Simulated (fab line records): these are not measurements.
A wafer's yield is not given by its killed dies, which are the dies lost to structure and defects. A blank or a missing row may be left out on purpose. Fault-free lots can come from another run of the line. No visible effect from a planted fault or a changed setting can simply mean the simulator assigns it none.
Matching of chambers || flow n5_finfet || N5_FIN_SAQP_HM_OPEN_73 on rie_diel-04: 4 sister chambers
The step chemistry CHF3/O2, target SiO2, stops on a-Si, target depth 12 nm, time 16.8 s. 8 wafers are shown with their chamber, then 8 later ones without.

== WAFERS, EACH WITH ITS CHAMBER ==
{"wafer": "L084.5", "chamber": 0, "drypump_motor_current_A (A)": 6.7, "throttle_valve_pct (%)": 18.41}
{"wafer": "L084.6", "chamber": 1, "drypump_motor_current_A (A)": 5.6, "throttle_valve_pct (%)": 18.60}
{"wafer": "L087.1", "chamber": 2, "drypump_motor_current_A (A)": 5.0, "throttle_valve_pct (%)": 19.20}
{"wafer": "L087.4", "chamber": 1, "drypump_motor_current_A (A)": 5.7, "throttle_valve_pct (%)": 18.61}
{"wafer": "L088.2", "chamber": 3, "drypump_motor_current_A (A)": 4.9, "throttle_valve_pct (%)": 18.86}
{"wafer": "L088.3", "chamber": 0, "drypump_motor_current_A (A)": 6.6, "throttle_valve_pct (%)": 18.41}
{"wafer": "L088.6", "chamber": 2, "drypump_motor_current_A (A)": 5.0, "throttle_valve_pct (%)": 19.20}
{"wafer": "L089.1", "chamber": 3, "drypump_motor_current_A (A)": 4.9, "throttle_valve_pct (%)": 18.86}

== WAFERS MISSING THEIR CHAMBER ==
{"wafer": "L089.2", "drypump_motor_current_A (A)": 6.7, "throttle_valve_pct (%)": 18.43}
{"wafer": "L089.4", "drypump_motor_current_A (A)": 6.7, "throttle_valve_pct (%)": 18.42}
{"wafer": "L092.3", "drypump_motor_current_A (A)": 5.7, "throttle_valve_pct (%)": 18.61}
{"wafer": "L092.4", "drypump_motor_current_A (A)": 4.9, "throttle_valve_pct (%)": 18.87}
{"wafer": "L092.5", "drypump_motor_current_A (A)": 4.9, "throttle_valve_pct (%)": 18.88}
{"wafer": "L095.3", "drypump_motor_current_A (A)": 4.9, "throttle_valve_pct (%)": 18.87}
{"wafer": "L095.4", "drypump_motor_current_A (A)": 5.7, "throttle_valve_pct (%)": 18.64}
{"wafer": "L095.5", "drypump_motor_current_A (A)": 5.7, "throttle_valve_pct (%)": 18.63}

== THE CHAMBER EACH PASSED THROUGH ==
{"wafer": "L089.2", "from the rows above": 0, "in truth": 0}
{"wafer": "L089.4", "from the rows above": 0, "in truth": 0}
{"wafer": "L092.3", "from the rows above": 1, "in truth": 1}
{"wafer": "L092.4", "from the rows above": 3, "in truth": 3}
{"wafer": "L092.5", "from the rows above": 3, "in truth": 3}
{"wafer": "L095.3", "from the rows above": 3, "in truth": 3}
{"wafer": "L095.4", "from the rows above": 1, "in truth": 1}
{"wafer": "L095.5", "from the rows above": 1, "in truth": 1}
Placed correctly: 8 of 8. Left unplaced by these rows: 0. 0 placed wrongly.
How it was worked out, from the rows above alone: a wafer's distance from a chamber is the root of the sum, over the readings, of the square of ((its reading less the chamber's mean) divided by the reading's scatter). If the next closest chamber is less than 2 further off than the closest, the wafer can't be placed; otherwise it belongs to the closest. Each chamber's mean is taken over the wafers shown for it. How the scatter is found: for the shown wafers, subtract from each reading the mean of its chamber, square and add these, divide the total by (wafers less chambers), then take the root.
